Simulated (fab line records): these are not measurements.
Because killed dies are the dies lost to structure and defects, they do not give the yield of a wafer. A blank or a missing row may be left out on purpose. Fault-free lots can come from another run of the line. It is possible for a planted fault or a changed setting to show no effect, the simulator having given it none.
Which tool was responsible? ; flow nand_harc ; 36 wafers from 12 lots sampled at 3 of the route's 1302 steps

## WHAT EACH GAUGE READ, for each wafer
NHARC_A_BLC_INSPECT_28.
lot;measured;on;raw_defect_count
L077;day 23 06:44;defect_inspect-01;653 495 563
L078;day 23 14:49;defect_inspect-01;805 558 570
L081;day 24 14:17;defect_inspect-01;568 443 540
L080;day 24 18:13;defect_inspect-01;510 464 581
L082;day 26 02:52;defect_inspect-02;495 566 537
L084;day 27 12:52;defect_inspect-02;406 406 458
L087;day 28 17:38;defect_inspect-02;522 609 518
L088;day 28 22:05;defect_inspect-01;650 584 516
L091;day 29 05:37;defect_inspect-02;294 314 265
L093;day 30 21:02;defect_inspect-02;468 452 467
L096;day 31 21:41;defect_inspect-01;323 426 361
L097;day 32 16:14;defect_inspect-01;486 436 496

## EACH LOT AND THE TOOL THAT RAN IT (in order: tool; ch and the chambers of the sampled wafers; start)
lot;NHARC_A_CONTACT_ETCH_98;NHARC_A_BLC_PVD_32
L077;rie_diel-04 ch 0,1,2, day 23 06:44 or earlier;pvd_sputter-02, day 23 06:44 or earlier
L078;rie_diel-08 ch 0,2, day 23 14:49 or earlier;pvd_sputter-01, day 23 14:49 or earlier
L081;rie_diel-04 ch 0,1,3, day 24 14:17 or earlier;pvd_sputter-03, day 24 14:17 or earlier
L080;rie_diel-04 ch 0,1,3, day 24 18:13 or earlier;pvd_sputter-02, day 24 18:13 or earlier
L082;rie_diel-04 ch 1,2, day 26 02:52 or earlier;pvd_sputter-02, day 26 02:52 or earlier
L084;rie_diel-05 ch 0,1,2, day 27 12:52 or earlier;pvd_sputter-03, day 27 12:52 or earlier
L087;rie_diel-08 ch 0,1,2, day 28 17:38 or earlier;pvd_sputter-01, day 28 17:38 or earlier
L088;rie_diel-04 ch 1,2,3, day 28 22:05 or earlier;pvd_sputter-01, day 28 22:05 or earlier
L091;rie_diel-04 ch 0,1,3, day 29 05:37 or earlier;pvd_sputter-03, day 29 05:37 or earlier
L093;rie_diel-04 ch 1,3, day 30 21:02 or earlier;pvd_sputter-02, day 30 21:02 or earlier
L096;rie_diel-04 ch 0,2,3, day 31 15:10;pvd_sputter-01, day 31 21:41 or earlier
L097;rie_diel-08 ch 0,1,3, day 32 14:52 or earlier;pvd_sputter-03, day 32 14:52
- NHARC_A_CONTACT_ETCH_98: etches the open film in C4F6/O2, target depth 20 nm, time 10 s.
- NHARC_A_BLC_PVD_32: deposits Ti, target thk 5 nm, time 17.7 s.

## THE ANSWER, worked out from the rows above alone
Rule: what is usual is taken from the lots themselves. The widest of any qualifying gaps counts: lots, ordered by their means at a reading, are off when they make up no more than a third of the lots, leave a main group of 4 or more, and stand apart from it by 3 or more times the standard deviation of that group's means. If all means in a main group match to the digits the tables above print for the reading, that group is not used. Also off: a lot with no number at a reading for which 4 or more lots have one. The other lots that the step has rows for count as sound.
None of the lots is off at any reading shown; this tells nothing.

## WHAT HAD BEEN PUT IN BY THE SIMULATOR
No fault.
